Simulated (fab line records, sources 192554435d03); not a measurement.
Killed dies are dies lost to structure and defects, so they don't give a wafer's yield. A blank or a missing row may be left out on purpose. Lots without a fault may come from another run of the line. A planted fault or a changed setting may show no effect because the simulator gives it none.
Which tool did it? | flow n5_finfet | 10 lots, 30 wafers sampled, at 6 steps of a route of 1938

WHAT THE GAUGES READ, wafer by wafer
N5_MOL_CONTACT_COAG_CD_MEAS_08: target cd 28 nm.
lot  | measured     | on        | cd_nm (nm)
L075 | day 4 22:52  | cd_sem-01 | 28.41 28.70 28.22
L077 | day 5 09:35  | cd_sem-01 | 27.98 27.68 28.28
L079 | day 5 22:14  | cd_sem-02 | 28.05 27.48 28.08
L081 | day 6 10:08  | cd_sem-03 | 28.35 28.18 28.31
L083 | day 6 20:04  | cd_sem-03 | 27.88 27.64 28.10
L086 | day 7 16:44  | cd_sem-01 | 27.98 28.03 27.91
L088 | day 8 03:53  | cd_sem-02 | 28.51 28.40 28.68
L092 | day 9 03:28  | cd_sem-03 | 28.05 28.03 28.37
L094 | day 9 14:38  | cd_sem-02 | 28.20 27.92 27.96
L096 | day 10 07:00 | cd_sem-02 | 28.33 28.36 27.89

WHICH TOOL RAN EACH LOT (tool, then ch and the chambers of the sampled wafers, then the start)
lot  | N5_HKMG_FIN_STRIP_69                | N5_GATE_CUT_DESCUM_18             | N5_GATE_CUT_ETCH_28               | N5_GATE_CUT_HM_OPEN_40            | N5_GATE_CUT_CMP_23
L075 | plasma_asher-02 ch 0, day 4 11:51   | rie_diel-03 ch 0,1,2, day 4 19:05 | rie_diel-03 ch 0,1,2, day 4 19:07 | rie_diel-03 ch 0,1,2, day 4 19:15 | cmp-01 ch 0,2, day 4 21:25
L077 | plasma_asher-02 ch 1, day 5 00:01   | rie_diel-06 ch 0,2, day 5 05:54   | rie_diel-06 ch 0,2, day 5 05:56   | rie_diel-06 ch 0,2, day 5 06:04   | cmp-01 ch 0,1, day 5 08:15
L079 | plasma_asher-01 ch 0,1, day 5 11:56 | rie_diel-06 ch 1,2,3, day 5 17:44 | rie_diel-06 ch 1,2,3, day 5 17:47 | rie_diel-06 ch 1,2,3, day 5 17:55 | cmp-01 ch 0,3, day 5 20:44
L081 | plasma_asher-02 ch 0,1, day 6 00:17 | rie_diel-06 ch 1,3, day 6 06:10   | rie_diel-06 ch 1,3, day 6 06:11   | rie_diel-06 ch 1,3, day 6 06:19   | cmp-01 ch 1,3, day 6 08:48
L083 | plasma_asher-02 ch 0,1, day 6 09:47 | rie_diel-06 ch 2,3, day 6 15:59   | rie_diel-06 ch 2,3, day 6 16:02   | rie_diel-06 ch 2,3, day 6 16:10   | cmp-04 ch 0,3, day 6 18:37
L086 | plasma_asher-01 ch 0,1, day 7 07:11 | rie_diel-05 ch 0,2,3, day 7 12:56 | rie_diel-05 ch 0,2,3, day 7 12:58 | rie_diel-05 ch 0,2,3, day 7 13:06 | cmp-01 ch 0,2,3, day 7 15:20
L088 | plasma_asher-02 ch 0,1, day 7 17:44 | rie_diel-06 ch 1,2,3, day 7 23:37 | rie_diel-06 ch 1,2,3, day 7 23:38 | rie_diel-06 ch 1,2,3, day 7 23:46 | cmp-01 ch 1,3, day 8 02:20
L092 | plasma_asher-01 ch 0,1, day 8 18:11 | rie_diel-05 ch 0,3, day 8 23:40   | rie_diel-05 ch 0,3, day 8 23:42   | rie_diel-05 ch 0,3, day 8 23:50   | cmp-02 ch 1,2,3, day 9 02:07
L094 | plasma_asher-02 ch 0,1, day 9 05:29 | rie_diel-06 ch 0,1,2, day 9 10:58 | rie_diel-06 ch 0,1,2, day 9 11:00 | rie_diel-06 ch 0,1,2, day 9 11:08 | cmp-04 ch 0,1, day 9 13:20
L096 | plasma_asher-02 ch 0,1, day 9 21:40 | rie_diel-03 ch 1,3, day 10 03:00  | rie_diel-03 ch 1,3, day 10 03:02  | rie_diel-03 ch 1,3, day 10 03:10  | cmp-02 ch 1,3, day 10 05:40
- N5_HKMG_FIN_STRIP_69: strips in N2/H2, time 360 s.
- N5_GATE_CUT_DESCUM_18: chemistry O2, time 7 s.
- N5_GATE_CUT_ETCH_28: etches underlayer in N2/H2, target depth 13 nm, time 10.4 s.
- N5_GATE_CUT_HM_OPEN_40: chemistry C4F6/O2, target SiO2, target depth 139 nm, time 85.1 s.
- N5_GATE_CUT_CMP_23: polishes, stops on SiO2, t overpolish 23.4 s, target thk 16 nm.

THE ANSWER, worked out from the rows above alone
Rule: what is usual is taken from the lots themselves. Put in order of their means at a reading, lots are off if they are a third of the lots or fewer, leave a main group of 4 or more, and stand apart from it by a gap of 3 or more times the standard deviation of the main group's means; of several such gaps the widest counts. A main group whose means are all the same, to the digits that the tables above print for the reading, isn't used. A lot without any number at a reading at which 4 lots or more have one is off too. The other lots that the step has rows for count as sound.
No lot is off at any reading shown: from this, nothing can be told.

WHAT THE SIMULATOR HAD PUT IN
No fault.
